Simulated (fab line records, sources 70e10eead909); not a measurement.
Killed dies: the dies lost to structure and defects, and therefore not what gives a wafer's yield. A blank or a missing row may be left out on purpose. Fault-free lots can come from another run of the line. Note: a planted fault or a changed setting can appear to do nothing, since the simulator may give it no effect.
Chamber matching || flow nand-harc || pecvd-01 running NHARC_A_STAIRCASE_DEP_301: 3 sister chambers
The step deposits SiON, target thk 30 nm. 3 wafers are shown with their chamber, then 10 later ones without.

## WAFERS, EACH WITH ITS CHAMBER
{"wafer": "L085.1", "chamber": 2, "heater-power-w (W)": 883}
{"wafer": "L086.1", "chamber": 1, "heater-power-w (W)": 666}
{"wafer": "L086.3", "chamber": 0, "heater-power-w (W)": 700}

## WAFERS WITH NO CHAMBER GIVEN
{"wafer": "L086.5", "heater-power-w (W)": 663}
{"wafer": "L094.1", "heater-power-w (W)": 782}
{"wafer": "L094.2", "heater-power-w (W)": 760}
{"wafer": "L094.3", "heater-power-w (W)": 567}
{"wafer": "L095.2", "heater-power-w (W)": 679}
{"wafer": "L095.4", "heater-power-w (W)": 690}
{"wafer": "L095.6", "heater-power-w (W)": 799}
{"wafer": "L097.2", "heater-power-w (W)": 620}
{"wafer": "L097.3", "heater-power-w (W)": 746}
{"wafer": "L097.6", "heater-power-w (W)": 749}

## THE CHAMBER EACH PASSED THROUGH
{"wafer": "L086.5", "from the rows above": "can't be placed: 1 or 0", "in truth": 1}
{"wafer": "L094.1", "from the rows above": "can't be placed: 0 or 2 or 1", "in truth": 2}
{"wafer": "L094.2", "from the rows above": "can't be placed: 0 or 1 or 2", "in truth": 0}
{"wafer": "L094.3", "from the rows above": "can't be placed: 1 or 0", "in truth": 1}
{"wafer": "L095.2", "from the rows above": "can't be placed: 1 or 0", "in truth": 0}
{"wafer": "L095.4", "from the rows above": "can't be placed: 0 or 1", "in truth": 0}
{"wafer": "L095.6", "from the rows above": "can't be placed: 2 or 0 or 1", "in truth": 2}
{"wafer": "L097.2", "from the rows above": "can't be placed: 1 or 0", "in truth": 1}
{"wafer": "L097.3", "from the rows above": "can't be placed: 0 or 1 or 2", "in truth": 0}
{"wafer": "L097.6", "from the rows above": "can't be placed: 0 or 1 or 2", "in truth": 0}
Correct placement for 0 of the 10. Unplaceable from these rows: 10, with the true chamber sitting among the candidates in 10. Number placed wrongly: 0.
How it was worked out, from the rows above alone: a wafer's distance from a chamber is the root of the sum, over the readings, of the square of ((its reading less the chamber's mean) divided by the reading's scatter). The wafer belongs to the nearest chamber; if the next one is less than 2 further off, it can't be placed. For every chamber, the mean is computed from those of its wafers that are shown. The scatter: with one shown wafer a chamber, the root of the mean of the squares of how far each hidden wafer lies from its nearest shown one.
